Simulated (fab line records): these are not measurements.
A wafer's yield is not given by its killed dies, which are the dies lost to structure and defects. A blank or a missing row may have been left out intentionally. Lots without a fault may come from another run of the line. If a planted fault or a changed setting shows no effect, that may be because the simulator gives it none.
Chamber matching | flow nandHarc | 4 sister chambers for NHARC_THIN_TSV_DESCUM_14 on rieDiel-09
The step chemistry O2, time 3 s. 4 wafers are shown with their chamber, then 7 later ones without.

WAFERS WITH THEIR CHAMBER
wafer  | chamber | drypumpMotorCurrentA (A)
L333.6 | 3       | 6.4
L346.5 | 1       | 5.8
L345.1 | 0       | 5.6
L345.3 | 2       | 5.9

WAFERS WITH NO CHAMBER GIVEN
wafer  | drypumpMotorCurrentA (A)
L345.5 | 5.6
L350.1 | 6.4
L350.2 | 5.6
L350.5 | 5.9
L347.1 | 5.7
L347.2 | 5.8
L347.4 | 5.9

WHICH CHAMBER EACH ONE RAN IN
wafer  | from the rows above     | in truth
L345.5 | 0                       | 0
L350.1 | 3                       | 3
L350.2 | 0                       | 0
L350.5 | 2                       | 2
L347.1 | can't be placed: 1 or 0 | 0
L347.2 | 1                       | 1
L347.4 | 2                       | 2
Correctly placed: 6 of 7. Cannot be placed on the basis of these rows: 1; the candidates contain the true chamber in 1. Wrongly placed: 0.
How it was worked out, from the rows above alone: a wafer's distance from a chamber is the root of the sum, over the readings, of the square of ((its reading less the chamber's mean) divided by the reading's scatter). The wafer belongs to the nearest chamber; if the next one is less than 2 further off, it can't be placed. For every chamber, the mean is computed from those of its wafers that are shown. The scatter: root of mean squared gap, hidden wafer to nearest shown wafer, with one shown wafer a chamber.
